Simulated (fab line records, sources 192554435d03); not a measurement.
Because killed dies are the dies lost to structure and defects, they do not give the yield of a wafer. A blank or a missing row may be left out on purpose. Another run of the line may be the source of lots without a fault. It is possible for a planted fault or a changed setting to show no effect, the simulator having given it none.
Which tool did it?    flow n5Finfet    24 lots, 72 wafers sampled, at 5 steps of a route of 1938

## WHAT EACH GAUGE READ, for each wafer
N5_BEOL_M9_OVL_MEAS_29.
lot   measured      on          V8_OVL (nm)
L074  day 9 14:44   overlay-02  0.2 1.4 0.5
L075  day 9 18:10   overlay-02  0.1 1.7 0.1
L076  day 9 22:37   overlay-02  1.7 1.2 1.9
L077  day 10 04:50  overlay-02  1.3 1.3 0.4
L078  day 10 05:00  overlay-01  -0.4 0.6 0.2
L079  day 10 13:25  overlay-02  1.3 0.9 1.0
L080  day 10 21:00  overlay-01  -0.5 -0.1 0.2
L081  day 11 16:31  overlay-02  1.3 1.2 1.6
L082  day 11 23:18  overlay-02  -0.1 0.1 0.0
L083  day 12 10:25  overlay-02  1.3 1.0 0.0
L084  day 12 18:25  overlay-02  -0.3 0.4 1.2
L085  day 12 18:35  overlay-02  0.3 -0.4 -0.2
L086  day 12 21:04  overlay-02  1.0 -0.2 0.7
L088  day 12 23:13  overlay-01  0.8 0.0 0.8
L087  day 13 08:35  overlay-02  0.8 0.7 -0.4
L089  day 13 08:51  overlay-01  0.3 1.1 0.7
L090  day 13 12:37  overlay-02  1.7 1.8 2.1
L094  day 14 13:11  overlay-01  -0.6 0.5 -0.6
L091  day 14 13:13  overlay-01  0.1 -0.1 -0.1
L092  day 14 16:13  overlay-02  -0.1 0.9 0.2
L093  day 14 19:03  overlay-01  0.7 0.4 1.0
L096  day 15 11:20  overlay-02  1.1 0.9 0.8
L095  day 15 11:52  overlay-02  -0.1 0.1 0.4
L097  day 15 12:57  overlay-01  1.7 2.2 0.3

N5_BEOL_M9_THK_MEAS_53: measures by xrf.
lot   measured      on            M9_THK (nm)
L074  day 9 17:52   filmMetro-01  143.7 142.5 142.6
L075  day 9 21:56   filmMetro-02  139.8 145.2 141.4
L076  day 10 01:49  filmMetro-01  137.9 139.9 140.0
L077  day 10 08:13  filmMetro-02  142.4 145.8 144.2
L078  day 10 08:59  filmMetro-01  144.6 144.1 139.1
L079  day 10 17:00  filmMetro-01  140.9 142.6 140.0
L080  day 11 00:22  filmMetro-01  144.5 142.7 142.7
L081  day 11 19:32  filmMetro-02  144.7 140.8 141.9
L082  day 12 04:46  filmMetro-01  141.3 140.1 144.9
L083  day 12 13:15  filmMetro-02  141.9 146.9 144.4
L084  day 12 22:22  filmMetro-02  139.3 139.4 142.3
L085  day 12 23:14  filmMetro-01  146.4 137.0 139.3
L086  day 13 01:30  filmMetro-01  140.9 144.4 138.7
L088  day 13 01:50  filmMetro-01  144.8 142.4 142.5
L087  day 13 12:59  filmMetro-02  139.5 142.3 146.0
L089  day 13 12:31  filmMetro-02  140.7 139.7 142.9
L090  day 13 15:23  filmMetro-01  140.4 139.2 144.0
L094  day 14 15:55  filmMetro-02  146.7 137.5 145.9
L091  day 14 17:24  filmMetro-02  139.5 139.4 141.3
L092  day 14 20:14  filmMetro-02  145.3 146.1 146.4
L093  day 14 21:36  filmMetro-02  142.6 141.0 147.2
L096  day 15 15:16  filmMetro-02  137.3 142.1 147.6
L095  day 15 15:32  filmMetro-01  141.7 141.2 149.6
L097  day 15 17:40  filmMetro-02  147.0 140.8 141.4

## EACH LOT AND THE TOOL THAT RAN IT (in order: tool; ch and the chambers of the sampled wafers; start)
lot   N5_BEOL_M9_VIA_ETCH_34             N5_BEOL_M9_DEGAS_44          N5_BEOL_M9_CMP_52
L074  rieDiel-06 ch 0,1,3, day 9 15:00   pvdSputter-01, day 9 15:49   cmp-02 ch 0,1,3, day 9 17:34
L075  rieDiel-06 ch 1,3, day 9 18:43     pvdSputter-03, day 9 19:53   cmp-02 ch 1,2,3, day 9 21:43
L076  rieDiel-06 ch 1,3, day 9 22:53     pvdSputter-03, day 9 23:41   cmp-04 ch 1,2,3, day 10 01:31
L077  rieDiel-02 ch 1,2,3, day 10 05:07  pvdSputter-01, day 10 06:36  cmp-03 ch 0,1, day 10 07:58
L078  rieDiel-02 ch 0,1,2, day 10 05:39  pvdSputter-02, day 10 07:11  cmp-04 ch 0,1,3, day 10 08:43
L079  rieDiel-05 ch 2,3, day 10 13:43    pvdSputter-02, day 10 15:36  cmp-03 ch 0,2,3, day 10 16:44
L080  rieDiel-02 ch 1,2,3, day 10 21:16  pvdSputter-02, day 10 22:52  cmp-02 ch 0,2,3, day 11 00:04
L081  rieDiel-06 ch 0,1,3, day 11 17:05  pvdSputter-01, day 11 18:01  cmp-03 ch 0,2,3, day 11 19:15
L082  rieDiel-05 ch 0,2,3, day 11 23:35  pvdSputter-02, day 12 00:42  cmp-03 ch 0,2,3, day 12 04:30
L083  rieDiel-02 ch 1,2,3, day 12 10:41  pvdSputter-01, day 12 11:35  cmp-02 ch 0,1,3, day 12 13:00
L084  rieDiel-05 ch 2,3, day 12 18:42    pvdSputter-01, day 12 19:32  cmp-04 ch 2,3, day 12 22:04
L085  rieDiel-06 ch 0,2,3, day 12 18:53  pvdSputter-03, day 12 19:50  cmp-02 ch 0,3, day 12 22:56
L086  rieDiel-05 ch 0,1,3, day 12 21:20  pvdSputter-01, day 12 23:58  cmp-04 ch 0,1,3, day 13 01:14
L088  rieDiel-02 ch 2,3, day 12 23:29    pvdSputter-01, day 13 00:19  cmp-02 ch 0,1,2, day 13 01:37
L087  rieDiel-05 ch 0,1,3, day 13 08:51  pvdSputter-03, day 13 09:57  cmp-02 ch 2,3, day 13 12:42
L089  rieDiel-06 ch 0,1, day 13 09:07    pvdSputter-03, day 13 10:07  cmp-04 ch 1,2, day 13 12:13
L090  rieDiel-02 ch 1,2,3, day 13 12:55  pvdSputter-01, day 13 13:50  cmp-04 ch 2,3, day 13 15:05
L094  rieDiel-02 ch 0,1, day 14 13:26    pvdSputter-01, day 14 14:17  cmp-03 ch 0,1,2, day 14 15:41
L091  rieDiel-05 ch 1,2,3, day 14 13:29  pvdSputter-03, day 14 14:35  cmp-03 ch 0,1,3, day 14 17:08
L092  rieDiel-02 ch 1,2,3, day 14 17:01  pvdSputter-03, day 14 18:08  cmp-04 ch 0,1,2, day 14 19:56
L093  rieDiel-02 ch 0,1, day 14 19:19    pvdSputter-02, day 14 20:06  cmp-04 ch 0,1, day 14 21:19
L096  rieDiel-06 ch 1,2,3, day 15 11:36  pvdSputter-02, day 15 12:54  cmp-02 ch 1,2,3, day 15 14:58
L095  rieDiel-05 ch 0,1,3, day 15 12:09  pvdSputter-01, day 15 13:15  cmp-03 ch 0,1,2, day 15 15:14
L097  rieDiel-06 ch 1,2, day 15 13:42    pvdSputter-01, day 15 16:10  cmp-03 ch 0,2,3, day 15 17:26
- N5_BEOL_M9_VIA_ETCH_34: etches SiCOH lowk in C4F6/O2, target depth 182.4 nm, time 68.4 s.
- N5_BEOL_M9_DEGAS_44: time 60 s.
- N5_BEOL_M9_CMP_52: polishes, stops on SiCOH lowk, t overpolish 7 s, target thk 140 nm.

## WHAT THE TOOLS THEMSELVES READ (means of the sampled wafers that have a number; where no wafer has one, the mark that the record gives instead)
N5_BEOL_M9_VIA_ETCH_34.
lot   tool        drypumpMotorCurrentA (A)  oes_o_777_au (a.u.)  oesProductAu (a.u.)  rfVppV (V)  showerheadPlenumPTorr (Torr)  throttleValvePct (%)
L074  rieDiel-06  6.0                       0.76                 0.77                 672         2.89                          20.69
L075  rieDiel-06  6.5                       0.76                 0.78                 678         2.96                          20.62
L076  rieDiel-06  6.6                       0.79                 0.81                 675         2.97                          20.58
L077  rieDiel-02  5.4                       0.87                 0.88                 674         3.00                          20.93
L078  rieDiel-02  5.3                       0.88                 0.88                 672         2.99                          20.96
L079  rieDiel-05  5.4                       0.71                 0.72                 670         2.96                          20.99
L080  rieDiel-02  5.4                       0.85                 0.88                 674         2.99                          20.94
L081  rieDiel-06  6.1                       0.75                 0.76                 672         2.88                          20.73
L082  rieDiel-05  5.6                       0.71                 0.71                 667         2.86                          21.09
L083  rieDiel-02  5.4                       0.84                 0.84                 673         2.99                          20.95
L084  rieDiel-05  5.2                       0.70                 0.70                 667         2.94                          21.24
L085  rieDiel-06  5.9                       0.78                 0.78                 667         2.80                          20.80
L086  rieDiel-05  5.8                       0.74                 0.75                 673         2.83                          20.90
L088  rieDiel-02  5.2                       0.80                 0.84                 681         3.01                          20.86
L087  rieDiel-05  5.8                       0.74                 0.75                 673         2.82                          20.91
L089  rieDiel-06  6.1                       0.77                 0.78                 668         2.89                          20.69
L090  rieDiel-02  5.4                       0.83                 0.84                 673         2.99                          20.96
L094  rieDiel-02  5.5                       0.86                 0.84                 664         2.96                          21.09
L091  rieDiel-05  5.4                       0.73                 0.73                 672         2.91                          21.06
L092  rieDiel-02  5.4                       0.82                 0.83                 673         2.98                          20.97
L093  rieDiel-02  5.4                       0.80                 0.77                 659         2.94                          21.18
L096  rieDiel-06  6.3                       0.78                 0.80                 669         2.89                          20.68
L095  rieDiel-05  5.8                       0.81                 0.81                 676         2.93                          20.79
L097  rieDiel-06  6.4                       0.82                 0.84                 664         2.91                          20.64

N5_BEOL_M9_DEGAS_44.
lot   tool           heaterPowerW (W)
L074  pvdSputter-01  336
L075  pvdSputter-03  381
L076  pvdSputter-03  383
L077  pvdSputter-01  337
L078  pvdSputter-02  327
L079  pvdSputter-02  343
L080  pvdSputter-02  319
L081  pvdSputter-01  333
L082  pvdSputter-02  331
L083  pvdSputter-01  308
L084  pvdSputter-01  317
L085  pvdSputter-03  363
L086  pvdSputter-01  318
L088  pvdSputter-01  336
L087  pvdSputter-03  361
L089  pvdSputter-03  361
L090  pvdSputter-01  305
L094  pvdSputter-01  307
L091  pvdSputter-03  350
L092  pvdSputter-03  374
L093  pvdSputter-02  351
L096  pvdSputter-02  328
L095  pvdSputter-01  339
L097  pvdSputter-01  311

N5_BEOL_M9_CMP_52.
lot   tool    barrierFieldEndpointS (s)  clearingPlatenDownForcePsi (psi)  motorCurrentA (A)  overpolishRunS (s)  timeToEndpointS (s)
L074  cmp-02  28.3                       1.5010                            5.8                7.002               65
L075  cmp-02  28.9                       1.5012                            6.0                7.011               66
L076  cmp-04  28.2                       1.5006                            6.1                6.999               62
L077  cmp-03  29.8                       1.5009                            5.9                7.005               68
L078  cmp-04  28.0                       1.5002                            6.1                7.004               64
L079  cmp-03  29.5                       1.5006                            5.8                7.002               66
L080  cmp-02  28.7                       1.5025                            5.8                6.997               66
L081  cmp-03  28.6                       1.5031                            5.9                7.001               68
L082  cmp-03  28.8                       1.5003                            5.9                6.997               66
L083  cmp-02  28.4                       1.4982                            5.8                7.000               64
L084  cmp-04  28.2                       1.5019                            5.4                7.000               62
L085  cmp-02  28.2                       1.4998                            5.8                7.002               61
L086  cmp-04  29.1                       1.5012                            6.1                6.997               64
L088  cmp-02  28.6                       1.4993                            5.6                7.005               63
L087  cmp-02  29.1                       1.5000                            6.2                7.001               66
L089  cmp-04  28.6                       1.4970                            6.2                6.994               64
L090  cmp-04  28.2                       1.4973                            5.5                7.006               57
L094  cmp-03  29.4                       1.4982                            6.2                7.000               66
L091  cmp-03  28.6                       1.4978                            6.2                6.992               67
L092  cmp-04  28.8                       1.4992                            6.1                7.008               67
L093  cmp-04  29.5                       1.5010                            6.5                6.993               66
L096  cmp-02  29.2                       1.4965                            6.1                7.002               68
L095  cmp-03  29.1                       1.5007                            6.2                7.007               66
L097  cmp-03  29.3                       1.4983                            5.9                6.999               67

## THE ANSWER, worked out from the rows above alone
Rule: what is usual is taken from the lots themselves. The widest of any qualifying gaps counts: lots, ordered by their means at a reading, are off when they make up no more than a third of the lots, leave a main group of 4 or more, and stand apart from it by 3 or more times the standard deviation of that group's means. A main group is skipped when, at the precision printed for the reading in the tables above, its means are all equal. A lot without any number at a reading at which 4 lots or more have one is off too. All remaining lots with rows at the step are treated as sound. After the gauges, taken in route order, come the tools' own readings; for these a lot's mean is taken, as printed above. The first step at which some lot is off is used, and at that step the reading that is off furthest; a lot without a number counts as furthest.
Across all readings shown, no lot is off: no conclusion can be drawn from this.

## WHAT THE SIMULATOR HAD INSERTED
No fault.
